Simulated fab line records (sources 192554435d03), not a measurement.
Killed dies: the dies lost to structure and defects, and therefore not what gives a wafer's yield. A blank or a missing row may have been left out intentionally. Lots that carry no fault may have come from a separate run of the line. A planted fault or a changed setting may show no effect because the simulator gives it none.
Which tool is to blame? | flow n5 finfet | 11 lots with 33 wafers sampled at 3 steps, on a route of 1938 steps

WHAT EACH GAUGE READ, for each wafer
N5_BEOL_M11_CD_MEAS_18: pitch 140 nm, target cd 70 nm. Usual: cd nm at 70.0 nm, with a standard deviation of 0.5.
lot  | measured     | on        | cd nm (nm)     | flag
L596 | day 10 07:29 | cd sem-02 | 70.6 69.9 70.4 |
L601 | day 11 14:08 | cd sem-02 | 69.6 70.1 69.8 |
L599 | day 11 17:45 | cd sem-02 | 69.6 70.6 70.1 |
L604 | day 12 19:25 | cd sem-02 | 70.1 70.2 70.1 |
L605 | day 13 03:14 | cd sem-02 | 70.2 70.4 70.3 |
L612 | day 14 17:35 | cd sem-01 | 69.9 70.4 69.2 |
L613 | day 15 01:39 | cd sem-02 | 70.5 69.9 68.7 |
L615 | day 15 09:10 | cd sem-02 | 68.8 69.1 69.8 |
L616 | day 15 12:34 | cd sem-02 | 69.8 69.8 70.1 |
L617 | day 16 04:49 | cd sem-01 | 71.1 69.7 69.7 |
L619 | day 16 12:35 | cd sem-01 | 70.5 69.6 69.7 |

TOOL THAT RAN EACH LOT (tool first, then ch and the chambers of the sampled wafers, then the start)
lot  | N5_BEOL_M11_ETCH_62                | N5_BEOL_M11_STRIP_19
L596 | rie diel-03 ch 0,1,2, day 10 07:02 | rie diel-03 ch 1,2, day 10 07:24
L601 | rie diel-01 ch 2,3, day 11 13:46   | rie diel-04 ch 0,1,3, day 11 14:04
L599 | rie diel-04 ch 0,1, day 11 17:23   | rie diel-04 ch 0,1, day 11 17:41
L604 | rie diel-03 ch 1,2, day 12 19:02   | rie diel-04 ch 0,3, day 12 19:21
L605 | rie diel-01 ch 0,1,2, day 13 02:54 | rie diel-01 ch 1,2, day 13 03:10
L612 | rie diel-04 ch 0,3, day 14 17:13   | rie diel-03 ch 0,1, day 14 17:30
L613 | rie diel-01 ch 2,3, day 15 01:10   | rie diel-03 ch 0,3, day 15 01:35
L615 | rie diel-04 ch 0,2,3, day 15 08:48 | rie diel-04 ch 1,3, day 15 09:06
L616 | rie diel-01 ch 0,2,3, day 15 12:00 | rie diel-03 ch 0,2,3, day 15 12:30
L617 | rie diel-03 ch 0,1,3, day 16 04:23 | rie diel-01 ch 1,2,3, day 16 04:45
L619 | rie diel-01 ch 0,1,2, day 16 12:05 | rie diel-03 ch 1,2,3, day 16 12:31
- N5_BEOL_M11_ETCH_62: etches SOC in N2/H2, target depth 110 nm, overetch 22 nm, time 165 s.
- N5_BEOL_M11_STRIP_19: strips in O2.

WHAT THE TOOLS THEMSELVES READ (means of the sampled wafers that have a number; where no wafer has one, the mark that the record gives instead)
N5_BEOL_M11_ETCH_62. Usual: drypump motor current A 5.8 A, standard deviation 0.62; oes product au 0.70 a.u., standard deviation 0.073; rf vpp V 524.5 V, standard deviation 2.9; showerhead plenum p Torr 2.56 Torr, standard deviation 0.093; throttle valve pct 17.76 %, standard deviation 0.21.
lot  | tool        | drypump motor current A (A) | oes product au (a.u.) | rf vpp V (V) | showerhead plenum p Torr (Torr) | throttle valve pct (%) | flag
L596 | rie diel-03 | 5.6                         | 0.61                  | 523.5        | 2.53                            | 17.87                  |
L601 | rie diel-01 | 6.4                         | 0.69                  | 522.1        | 2.46                            | 17.73                  |
L599 | rie diel-04 | 5.4                         | 0.67                  | 526.0        | 2.62                            | 17.94                  |
L604 | rie diel-03 | 5.7                         | 0.60                  | 523.2        | 2.55                            | 18.06                  |
L605 | rie diel-01 | 5.7                         | 0.75                  | 525.2        | 2.59                            | 17.72                  |
L612 | rie diel-04 | 5.9                         | 0.68                  | 526.7        | 2.66                            | 17.84                  |
L613 | rie diel-01 | 6.3                         | 0.67                  | 521.1        | 2.45                            | 17.76                  |
L615 | rie diel-04 | 6.1                         | 0.73                  | 524.7        | 2.61                            | 17.70                  |
L616 | rie diel-01 | 6.2                         | 0.69                  | 524.2        | 2.53                            | 17.72                  |
L617 | rie diel-03 | 5.9                         | 0.62                  | 525.2        | 2.57                            | 17.74                  |
L619 | rie diel-01 | 5.7                         | 0.71                  | 524.6        | 2.58                            | 17.76                  |

N5_BEOL_M11_STRIP_19. Usual: drypump motor current A 5.9 A, standard deviation 0.59; oes product au 0.81 a.u., standard deviation 0.096; rf vpp V 3.7 V, standard deviation 0.55; showerhead plenum p Torr 2.11 Torr, standard deviation 0.08; throttle valve pct 16.62 %, standard deviation 0.19.
lot  | tool        | drypump motor current A (A) | oes product au (a.u.) | rf vpp V (V) | showerhead plenum p Torr (Torr) | throttle valve pct (%) | flag
L596 | rie diel-03 | 5.9                         | 0.73                  | 3.5          | 2.15                            | 16.82                  |
L601 | rie diel-04 | 5.9                         | 0.78                  | 3.6          | 2.09                            | 16.65                  |
L599 | rie diel-04 | 5.4                         | 0.84                  | 3.8          | 2.14                            | 16.62                  |
L604 | rie diel-04 | 6.3                         | 0.68                  | 3.7          | 2.04                            | 16.70                  |
L605 | rie diel-01 | 5.9                         | 0.89                  | 3.7          | 2.08                            | 16.64                  |
L612 | rie diel-03 | 5.5                         | 0.70                  | 3.8          | 2.06                            | 16.73                  |
L613 | rie diel-03 | 6.0                         | 0.79                  | 3.7          | 2.15                            | 16.50                  |
L615 | rie diel-04 | 5.9                         | 0.88                  | 3.4          | 2.16                            | 16.44                  |
L616 | rie diel-03 | 5.7                         | 0.74                  | 3.6          | 2.09                            | 16.66                  |
L617 | rie diel-01 | 5.8                         | 0.83                  | 4.0          | 2.06                            | 16.63                  |
L619 | rie diel-03 | 6.0                         | 0.73                  | 4.0          | 2.15                            | 16.75                  |

THE ANSWER, worked out from the rows above alone
Rule: a lot counts as off when the mean over its wafers that have a number is more than 3 standard deviations away from the usual mean. A lot without any number at a reading at which 4 lots or more have one is off too. Any other lot the step has rows for is counted as sound. First the gauges in route order, then the tools' own readings, where a lot's mean is used as printed above. At the first step where some lot is off, the reading lying furthest off is the one used; lots without a number count as furthest.
None of the lots is off at any reading shown; this tells nothing.

WHAT WAS PUT IN BY THE SIMULATOR
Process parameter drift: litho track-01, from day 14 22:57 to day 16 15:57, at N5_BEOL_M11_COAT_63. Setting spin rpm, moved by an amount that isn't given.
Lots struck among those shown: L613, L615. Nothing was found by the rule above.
